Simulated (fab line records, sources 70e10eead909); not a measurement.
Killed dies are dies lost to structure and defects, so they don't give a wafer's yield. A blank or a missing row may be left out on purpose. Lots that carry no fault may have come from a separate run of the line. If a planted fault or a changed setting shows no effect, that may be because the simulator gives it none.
fab line records	flow nand-harc
[record] lots = 12	wafers = 36	last-day = 24
route steps=1159 shown P_STI@89 P_GATE@139 END@1159
lots that met no fault: from a run of the same line without faults
start-h: start of the lot's first displayed wafer, in hours after the record's first day	wait-h: how many hours have passed since the lot's step before this one	" same as the row above	L1.1+2: several wafers, shown together as one row	- value missing, or start not given	* or withheld: withheld	< > ~ a bound
route shown NAME@n: NAME is a module with steps in the file, n the number in the route of the first one	usual: mean/standard deviation taken from wafers without a fault	same: alike in all rows	chamber/n: place in a boat	sites: per-site readings	_std_site: standard deviation of those values	_edge_site: the outer-site mean with the inner-site mean subtracted	radius-mm: for every site, how far away it sits from the centre of the wafer	mask NAME#n: copy n	behind: the last tool/chamber to shape the wafer	hold: why the lot went on hold/how many hours it stayed there/how the hold came to an end	device: which transistor (n, p or np) failed to switch	end of line: tests of these same wafers at the route's end	where a step has no rows: the recipe by itself	killed: at the first sort, the dies lost to defects and structure; wafer yield is something else	map: shows each die of a wafer: x if killed, . if not, _ if none is there
set.NAME: the setting as run; set.NAME@STEP: as run at that earlier step	model.NAME: the simulator's own value behind a step, which no gauge read
a sample of lots followed through the steps of the route, with each step as a table and each wafer as a row
services: a tool's chamber out of use, with start hour (start-h, from the record's first day; less than 0 if before it), hours out, and reason
[[steps]]
[step NHARC_P_STI_ETCH_31]
[recipe] target-depth-a = 1089	time-s = 54.5	cf4-flow-sccm = 100	chf3-flow-sccm = 30	ar-flow-sccm = 0	rf-w = 500	bias-w = 200	chemistry = CF4/CHF3
[usual] drypump-motor-current-A = 5.7/0.35	oes-product-au = 0.966/0.011	rf-vpp-V = 369.7/2	showerhead-plenum-p-Torr = 1.55/0.052	throttle-valve-pct = 16.802/0.0083
lot.wafer	tool	chamber	start-h	wait-h	drypump-motor-current-A	oes-product-au	rf-hours-counter-h	rf-vpp-V	showerhead-plenum-p-Torr	throttle-valve-pct
L270.2	rie-diel-10	3	-	-	5.9	0.959	1.3	371.1	1.58	16.790
L270.1	"	1	"	"	6.2	0.977	1.2	370.3	1.61	16.800
L270.3	"	2	"	"	6.5	0.966	1.2	370.5	1.55	16.798
L272.3	rie-diel-01	2	-	-	5.7	0.937	1.9	369.9	1.56	16.809
L272.6	"	3	"	"	5.4	0.971	-	369.9	1.53	16.801
L272.5	"	0	"	"	5.5	0.984	-	368.9	1.50	16.803
L273.2	rie-diel-01	3	-	-	5.4	0.943	1.7	367.6	1.53	16.800
L273.5	"	1	"	"	5.5	0.948	-	369.8	1.58	16.806
L273.6	"	2	"	"	5.7	0.962	-	370.3	1.56	16.805
L274.1	rie-diel-06	1	-	-	5.2	0.971	10.7	366.2	1.48	16.815
L274.4	"	2	"	"	5.9	0.969	11.6	367.8	1.48	16.791
L274.5	"	0	"	"	6.3	0.969	-	369.7	1.49	16.806
L278.3	rie-diel-01	2	-	-	5.7	0.957	2.9	369.7	1.56	16.817
L278.2	"	3	"	"	5.5	0.978	2.6	370.2	1.53	16.801
L278.4	"	1	"	"	5.5	0.964	3.1	368.8	1.58	16.804
L281.1	rie-diel-06	1	-	-	5.2	0.963	2.1	367.7	1.48	16.785
L281.3	"	3	"	"	5.4	0.981	2.3	372.8	1.65	16.816
L281.6	"	1	"	"	5.2	0.959	-	368.9	1.48	16.797
L283.4	rie-diel-06	2	-	-	5.9	0.979	3.6	367.8	1.48	16.792
L283.1	"	3	"	"	5.4	0.982	3.4	373.6	1.65	16.813
L283.2	"	0	"	"	6.3	0.951	3.7	368.4	1.49	16.795
L284.2	rie-diel-10	0	-	-	5.6	0.960	4.0	370.5	1.59	16.808
L284.4	"	2	"	"	6.5	0.986	3.9	369.1	1.55	16.800
L284.5	"	0	"	"	5.6	0.962	-	370.1	1.59	16.806
L286.3	rie-diel-01	0	-	-	5.5	0.967	4.3	367.9	1.49	16.804
L286.6	"	1	"	"	5.5	0.984	-	370.1	1.58	16.794
L286.5	"	2	"	"	5.7	0.974	-	368.9	1.56	16.797
L287.4	rie-diel-06	1	-	-	5.2	0.953	4.8	368.4	1.48	16.806
L287.3	"	0	"	"	6.3	0.971	4.8	368.5	1.49	16.800
L287.5	"	1	"	"	5.2	0.959	-	366.2	1.48	16.807
L288.2	rie-diel-10	2	-	-	6.5	0.970	4.8	367.9	1.55	16.780
L288.1	"	0	"	"	5.6	0.958	5.1	370.1	1.59	16.811
L288.6	"	2	"	"	6.5	0.981	-	371.2	1.55	16.798
L290.3	rie-diel-06	0	-	-	6.3	0.955	5.5	368.1	1.49	16.809
L290.4	"	1	"	"	5.2	0.948	5.6	366.4	1.48	16.818
L290.6	"	3	"	"	5.4	0.975	-	372.5	1.65	16.808
[step NHARC_P_GATE_PEB_24]
[recipe] peb-temp-c = 100	peb-time-s = 65
lot.wafer	tool	chamber	start-h	wait-h
L270.1+2+3	litho-track-04	0	88.51	0.1
L273.2+5+6	litho-track-06	0	102.46	0.1
L272.3+5+6	litho-track-06	0	102.61	0.0
L274.1+4+5	litho-track-06	0	113.11	0.1
L278.2+3+4	litho-track-06	0	138.77	0.1
L284.2+4+5	litho-track-06	0	166.18	0.1
L281.1+3+6	litho-track-06	0	166.85	0.1
L283.1+2+4	litho-track-04	0	167.11	0.1
L286.3+5+6	litho-track-06	0	179.74	0.0
L288.1+2+6	litho-track-04	0	192.85	0.1
L287.3+4+5	litho-track-01	0	193.15	0.0
L290.3+4+6	litho-track-04	0	206.33	0.0
[step NHARC_P_GATE_CD_MEAS_26]
[recipe] target-cd-nm = 120	landing-energy-ev = 500
[usual] cd-nm = 119.7/0.59
lot.wafer	tool	chamber	start-h	wait-h	cd-nm
L270.1	cd-sem-01	0	88.59	-	120.8
L270.2	"	0	"	"	120.4
L270.3	"	0	"	"	120.5
L273.2	cd-sem-01	0	102.54	-	118.6
L273.5	"	0	"	"	119.2
L273.6	"	0	"	"	119.3
L272.3	cd-sem-02	0	102.69	-	119.1
L272.5	"	0	"	"	119.2
L272.6	"	0	"	"	119.3
L274.1	cd-sem-01	0	113.19	-	119.7
L274.4	"	0	"	"	119.5
L274.5	"	0	"	"	120.0
L278.2	cd-sem-02	0	138.85	-	118.8
L278.3	"	0	"	"	119.0
L278.4	"	0	"	"	119.2
L284.2	cd-sem-01	0	166.26	-	107.3
L284.4	"	0	"	"	107.8
L284.5	"	0	"	"	106.9
L281.1	cd-sem-02	0	166.93	-	106.7
L281.3	"	0	"	"	107.4
L281.6	"	0	"	"	107.8
L283.1	cd-sem-01	0	167.19	-	120.8
L283.2	"	0	"	"	119.8
L283.4	"	0	"	"	120.3
L286.3	cd-sem-01	0	179.82	-	107.7
L286.5	"	0	"	"	107.8
L286.6	"	0	"	"	107.2
L288.1	cd-sem-01	0	192.93	-	119.3
L288.2	"	0	"	"	119.6
L288.6	"	0	"	"	119.4
L287.3	cd-sem-03	0	193.23	-	119.0
L287.4	"	0	"	"	119.4
L287.5	"	0	"	"	119.5
L290.3	cd-sem-03	0	206.42	-	119.7
L290.4	"	0	"	"	119.5
L290.6	"	0	"	"	119.9
[step NHARC_P_GATE_DESCUM_31]
[recipe] time-s = 3	o2-flow-sccm = 200	ar-flow-sccm = 0	bias-power-w = 0	chemistry = O2
[usual] drypump-motor-current-A = 5.9/0.37	oes-product-au = 1.000/0.0068	rf-vpp-V = 57.9/0.88	showerhead-plenum-p-Torr = 1.95/0.087	throttle-valve-pct = 11.311/0.0098
lot.wafer	tool	chamber	start-h	wait-h	drypump-motor-current-A	oes-product-au	rf-hours-counter-h	rf-vpp-V	showerhead-plenum-p-Torr	throttle-valve-pct
L270.3	rie-diel-08	3	88.78	0.1	5.5	1.003	49	58.9	1.87	11.318
L270.1	"	0	"	"	6.2	1.009	49	57.3	2.01	11.305
L270.2	"	1	"	"	5.6	0.995	46	57.4	1.81	11.308
L273.2	rie-diel-05	3	102.74	0.1	5.9	1.000	20	57.7	2.04	11.322
L273.5	"	2	"	"	6.2	1.002	-	58.8	1.99	11.304
L273.6	"	3	"	"	5.9	0.993	-	58.7	2.04	11.310
L272.3	rie-diel-08	1	102.90	0.1	5.6	1.001	52	57.2	1.81	11.324
L272.5	"	0	"	"	6.2	1.008	-	58.7	2.01	11.322
L272.6	"	3	"	"	5.5	0.996	-	56.4	1.87	11.298
L274.1	rie-diel-05	1	113.40	0.1	5.3	0.998	25	56.6	2.03	11.316
L274.4	"	3	"	"	5.9	0.998	-	58.7	2.04	11.330
L274.5	"	1	"	"	5.3	0.996	-	56.7	2.03	11.304
L278.3	rie-diel-05	1	139.03	0.1	5.3	0.990	32	57.6	2.03	11.323
L278.2	"	3	"	"	5.9	0.996	32	59.7	2.04	11.294
L278.4	"	2	"	"	6.2	1.009	-	57.0	1.98	11.332
L284.2	rie-diel-11	1	166.56	0.2	6.2	1.001	50	59.4	2.00	11.318
L284.4	"	3	"	"	6.5	1.006	40	58.5	1.80	11.317
L284.5	"	0	"	"	6.0	0.989	-	58.7	1.97	11.296
L281.3	rie-diel-08	1	167.12	0.1	5.6	1.009	13	58.7	1.80	11.299
L281.1	"	2	"	"	5.3	0.996	14	58.4	2.07	11.312
L281.6	"	1	"	"	5.6	1.001	-	56.7	1.80	11.315
L283.2	rie-diel-08	2	167.44	0.1	5.3	0.994	14	58.5	2.07	11.312
L283.1	"	3	"	"	5.4	1.002	13	57.3	1.86	11.313
L283.4	"	0	"	"	6.2	1.002	12	58.2	2.00	11.295
L286.3	rie-diel-05	3	180.00	0.1	5.9	1.011	2	57.5	2.03	11.311
L286.5	"	3	"	"	5.9	1.006	-	57.8	2.03	11.321
L286.6	"	1	"	"	5.3	1.006	-	58.3	2.03	11.307
L288.2	rie-diel-08	3	193.13	0.1	5.5	0.983	23	56.5	1.86	11.311
L288.1	"	0	"	"	6.2	0.998	21	57.1	2.00	11.308
L288.6	"	1	"	"	5.6	1.009	-	58.5	1.80	11.291
L287.3	rie-diel-08	0	193.41	0.1	6.2	1.001	21	58.1	2.00	11.311
L287.4	"	1	"	"	5.6	1.011	22	56.3	1.80	11.314
L287.5	"	1	"	"	5.6	1.009	-	59.3	1.80	11.302
L290.3	rie-diel-11	1	206.62	0.1	6.2	1.009	3	58.9	2.00	11.309
L290.4	"	0	"	"	6.0	1.000	5	58.0	1.97	11.304
L290.6	"	2	"	"	5.8	0.998	-	57.0	1.91	11.302
[step NHARC_P_GATE_HM_OPEN_105]
[recipe] target-depth-a = 3600	o2-flow-sccm = 400	cos-flow-sccm = 20	ar-flow-sccm = 0	rf-w = 500	bias-w = 300	chemistry = O2/COS
[usual] drypump-motor-current-A = 5.9/0.38	oes-product-au = 0.999/0.0078	rf-vpp-V = 468.5/3	showerhead-plenum-p-Torr = 3.18/0.13	throttle-valve-pct = 28.331/0.0086
lot.wafer	tool	chamber	start-h	wait-h	drypump-motor-current-A	oes-product-au	rf-hours-counter-h	rf-vpp-V	showerhead-plenum-p-Torr	throttle-valve-pct
L270.1	rie-diel-08	3	-	-	5.5	0.998	51	466.2	3.05	28.334
L270.2	"	0	"	"	6.2	1.009	51	470.6	3.27	28.334
L270.3	"	1	"	"	5.6	1.001	48	464.8	2.96	28.348
L273.2	rie-diel-05	1	-	-	5.3	1.001	20	469.7	3.31	28.321
L273.6	"	2	"	"	6.2	1.005	-	469.7	3.24	28.311
L273.5	"	1	"	"	5.3	1.007	-	471.3	3.31	28.334
L272.3	rie-diel-08	0	-	-	6.2	1.009	55	469.8	3.27	28.336
L272.5	"	1	"	"	5.6	0.986	-	462.6	2.96	28.331
L272.6	"	3	"	"	5.5	0.999	-	466.3	3.05	28.334
L274.1	rie-diel-05	1	-	-	5.3	1.000	25	470.9	3.31	28.335
L274.5	"	1	"	"	5.3	0.992	-	471.3	3.31	28.344
L274.4	"	2	"	"	6.2	0.997	-	468.7	3.23	28.320
L278.2	rie-diel-05	2	-	-	6.2	0.994	34	469.7	3.23	28.343
L278.3	"	3	"	"	5.9	0.981	32	472.1	3.31	28.356
L278.4	"	3	"	"	5.9	0.987	-	470.1	3.31	28.331
L284.2	rie-diel-11	3	-	-	6.5	1.004	40	463.3	2.95	28.320
L284.4	"	0	"	"	6.0	0.995	52	470.1	3.21	28.342
L284.5	"	2	"	"	5.8	0.986	-	468.9	3.13	28.347
L281.1	rie-diel-08	3	-	-	5.5	1.000	13	465.3	3.04	28.330
L281.3	"	2	"	"	5.4	0.995	14	472.4	3.37	28.332
L281.6	"	0	"	"	6.2	1.004	-	470.3	3.26	28.327
L283.4	rie-diel-08	0	-	-	6.2	1.003	12	470.1	3.26	28.337
L283.2	"	1	"	"	5.6	1.000	13	462.8	2.95	28.331
L283.1	"	2	"	"	5.3	1.001	14	471.8	3.37	28.331
L286.3	rie-diel-05	1	-	-	5.3	0.993	2	470.7	3.30	28.329
L286.6	"	1	"	"	5.3	1.001	-	470.5	3.30	28.331
L286.5	"	2	"	"	6.2	1.008	-	469.0	3.23	28.333
L288.2	rie-diel-08	2	-	-	5.3	1.004	23	472.5	3.36	28.333
L288.1	"	3	"	"	5.5	0.997	23	465.1	3.03	28.332
L288.6	"	3	"	"	5.5	1.000	-	464.4	3.03	28.334
L287.3	rie-diel-08	1	-	-	5.6	1.004	22	463.0	2.95	28.347
L287.4	"	2	"	"	5.3	0.989	24	471.0	3.36	28.335
L287.5	"	2	"	"	5.3	1.006	-	472.6	3.36	28.326
L290.4	rie-diel-11	2	-	-	5.8	0.979	3	467.1	3.12	28.334
L290.3	"	3	"	"	6.5	0.995	5	462.8	2.94	28.335
L290.6	"	2	"	"	5.9	0.990	-	467.2	3.12	28.331
[step NHARC_END_SORT_01]
[recipe] temp-c = 25
[usual] killed-at-array = 27/10	killed-at-other = 0.6/1	killed-at-periphery = 3.4/2.7	killed-dies = 31/9.7	killed-open = 3.4/1.7	killed-short = 2.2/1.5
[same] gross-dies = 677
lot.wafer	tool	chamber	start-h	wait-h	killed-at-array	killed-at-other	killed-at-periphery	killed-dies	killed-open	killed-short
L281.1	prober-01	0	526.28	2.5	29	0	7	36	5	1
L281.3	prober-01	0	527.90	3.1	34	0	1	35	2	3
L281.6	prober-01	0	530.33	4.1	31	0	8	39	2	0
L284.2	prober-02	0	527.06	2.8	30	1	12	43	4	1
L284.4	prober-02	0	528.66	3.4	21	0	10	31	2	1
L284.5	prober-02	0	529.45	3.7	38	0	9	47	7	3
L286.3	prober-02	0	542.27	3.1	30	0	7	37	2	2
L286.5	prober-02	0	543.88	3.7	25	2	13	40	2	2
L286.6	prober-02	0	544.68	4.0	32	1	12	45	6	2
// killed by level:class
L281.1 A_CHANNEL_HOLE_D1:chamber-film-flake=14 A_SLIT:chamber-film-flake=8 P_GATE:area-peb=4 A_CONTACT:chamber-film-flake=3 P_M0:geometric-particle:open=1 P_M1:geometric-particle:open=1 P_M2:geometric-particle:open=1 A_CONTACT:geometric-particle:open=1
L284.2 A_SLIT:chamber-film-flake=10 A_STAIRCASE:chamber-film-flake=10 P_GATE:area-peb=10 A_CHANNEL_HOLE_D1:chamber-film-flake=5 A_CONTACT:geometric-particle:open=3 P_CONTACT:geometric-particle:open=1 A_ONON_D1:geometric-particle:short=1 P_ZERO_WELL:chamber-film-flake=1
L281.3 A_SLIT:chamber-film-flake=14 A_CHANNEL_HOLE_D1:chamber-film-flake=11 A_CONTACT:geometric-particle:open=2 A_SOURCE_PLATE:geometric-particle:short=1 A_CHANNEL_FILL_D1:geometric-particle:short=1 A_WL_FILL:geometric-particle:short=1 A_ZERO_WELL:chamber-film-flake=1 A_CHANNEL_FILL_D1:chamber-film-flake=1
L284.4 A_SLIT:chamber-film-flake=8 P_GATE:area-peb=8 A_CHANNEL_HOLE_D1:chamber-film-flake=4 A_STAIRCASE:chamber-film-flake=3 A_CONTACT:chamber-film-flake=3 P_CONTACT:geometric-particle:open=1 A_CHANNEL_FILL_D1:geometric-particle:open=1 A_WL_FILL:geometric-particle:short=1
L284.5 A_SLIT:chamber-film-flake=13 P_GATE:area-peb=8 A_CHANNEL_HOLE_D1:chamber-film-flake=6 A_STAIRCASE:chamber-film-flake=4 A_CONTACT:geometric-particle:open=3 A_WL_FILL:chamber-film-flake=3 A_CONTACT:chamber-film-flake=3 A_CHANNEL_FILL_D1:geometric-particle:short=2
L281.6 A_CHANNEL_HOLE_D1:chamber-film-flake=17 A_SLIT:chamber-film-flake=9 P_GATE:area-peb=8 A_CONTACT:chamber-film-flake=2 A_ONON_D1:geometric-particle:open=1 A_BLC:geometric-particle:open=1 A_WL_FILL:chamber-film-flake=1
L286.3 A_CHANNEL_HOLE_D1:chamber-film-flake=22 P_GATE:area-peb=6 A_CONTACT:chamber-film-flake=2 A_M1:chamber-film-flake=2 P_CONTACT:geometric-particle:short=1 A_SGD_CUT:geometric-particle:open=1 A_WL_FILL:geometric-particle:short=1 A_BLC:geometric-particle:open=1
L286.5 A_CHANNEL_HOLE_D1:chamber-film-flake=16 P_GATE:area-peb=11 A_ZERO_WELL:chamber-film-flake=2 A_CONTACT:chamber-film-flake=2 A_M1:chamber-film-flake=2 THIN_TSV:chamber-film-flake=2 P_GATE:geometric-particle:short=1 P_GATE:geometric-particle:open=1
L286.6 A_CHANNEL_HOLE_D1:chamber-film-flake=14 P_GATE:area-peb=11 A_CONTACT:chamber-film-flake=4 A_M1:chamber-film-flake=4 A_ONON_D1:geometric-particle:short=2 A_CONTACT:geometric-particle:open=2 A_STAIRCASE:chamber-film-flake=2 P_M0:geometric-particle:open=1
[[services]]
tool	chamber	start-h	hours	kind
rie-diel-01	3	19.86	5.4	repair
rie-diel-11	3	48.05	4.5	repair
rie-diel-08	1	55.22	8.0	repair
rie-diel-06	-	64.25	9.0	pm
rie-diel-11	3	68.78	9.8	repair
rie-diel-08	2	84.19	23.7	repair
litho-track-01	-	93.00	7.0	pm
rie-diel-11	3	101.11	6.2	repair
rie-diel-11	3	108.18	16.1	repair
litho-track-06	-	117.00	7.0	pm
rie-diel-08	-	124.80	9.0	pm
rie-diel-01	-	137.80	9.0	pm
litho-track-04	-	141.00	7.0	pm
rie-diel-11	1	144.97	3.7	repair
rie-diel-10	3	156.42	5.4	repair
rie-diel-05	-	163.62	9.0	pm
rie-diel-10	-	176.50	9.0	pm
rie-diel-06	-	176.75	0.8	repair
rie-diel-05	-	177.75	0.4	repair
rie-diel-11	-	189.50	9.0	pm
rie-diel-08	-	190.55	2.4	repair
rie-diel-01	2	194.47	7.1	repair
rie-diel-10	2	197.85	5.3	repair
rie-diel-06	1	201.22	9.3	repair
[[key]]
[first-sign] step = NHARC_P_GATE_CD_MEAS_26	reading = cd-nm	direction = down	sigmas = 21	usual = 119.7	struck = 107.4
[effect] step = NHARC_END_SORT_01	reading = killed-at-periphery	direction = up	sigmas = 2	usual = 3.4	struck = 8.8	wafers-moved = 7
met-at NHARC_P_GATE_PEB_24
struck-lots L281,L284,L286
tester-left-out L281,L284,L286
not-acting-at NHARC_P_STI_ETCH_31,NHARC_P_GATE_DESCUM_31,NHARC_P_GATE_HM_OPEN_105
onset-between 138.77 166.18
[fault] kind = process-parameter-drift	tool = litho-track-06	chamber = -	onset-h = 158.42	steps = NHARC_P_GATE_PEB_24	channel = peb-time-s	offset = *	shape = step	end-h = 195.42	acts-in = *	stated = *
// tester-left-out: of these lots the tester's yield and bins aren't shown, on N5 and GAA mostly nor the transistor test; their killed dies are dies lost to structure and defects alone, not to doping, threshold or leakage, so they don't give the yield
